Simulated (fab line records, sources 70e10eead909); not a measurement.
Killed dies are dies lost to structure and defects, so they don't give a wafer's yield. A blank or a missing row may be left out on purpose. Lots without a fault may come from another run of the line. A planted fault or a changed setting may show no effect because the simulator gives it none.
Chamber matching | flow nand_harc | NHARC_A_STAIRCASE_DEP_151 on pecvd-01: 3 sister chambers
The step deposits SiO2, target thk 3800 nm. 3 wafers are shown with their chamber, then 8 later ones without.

WAFERS WITH THEIR CHAMBER
wafer  | chamber | heater_power_w (W)
L083.1 | 1       | 791
L081.1 | 0       | 728
L085.1 | 2       | 540

WAFERS WITHOUT THEIR CHAMBER
wafer  | heater_power_w (W)
L085.2 | 770
L085.3 | 850
L091.1 | 705
L091.3 | 811
L091.4 | 640
L095.1 | 464
L095.4 | 702
L095.6 | 697

WHICH CHAMBER EACH WENT THROUGH
wafer  | from the rows above          | in truth
L085.2 | can't be placed: 1 or 0      | 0
L085.3 | can't be placed: 1 or 0      | 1
L091.1 | can't be placed: 0 or 1      | 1
L091.3 | can't be placed: 1 or 0      | 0
L091.4 | can't be placed: 0 or 2 or 1 | 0
L095.1 | 2                            | 2
L095.4 | can't be placed: 0 or 1      | 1
L095.6 | can't be placed: 0 or 1      | 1
Placed correctly: 1 of 8. Can't be placed from these rows: 7 (the true chamber is among the candidates in 7). Placed wrongly: 0.
How it was worked out, from the rows above alone: a wafer's distance from a chamber is the root of the sum, over the readings, of the square of ((its reading less the chamber's mean) divided by the reading's scatter). The wafer belongs to the nearest chamber; if the next one is less than 2 further off, it can't be placed. A chamber's mean is the mean of its shown wafers. The scatter: with one shown wafer a chamber, the root of the mean of the squares of how far each hidden wafer lies from its nearest shown one.
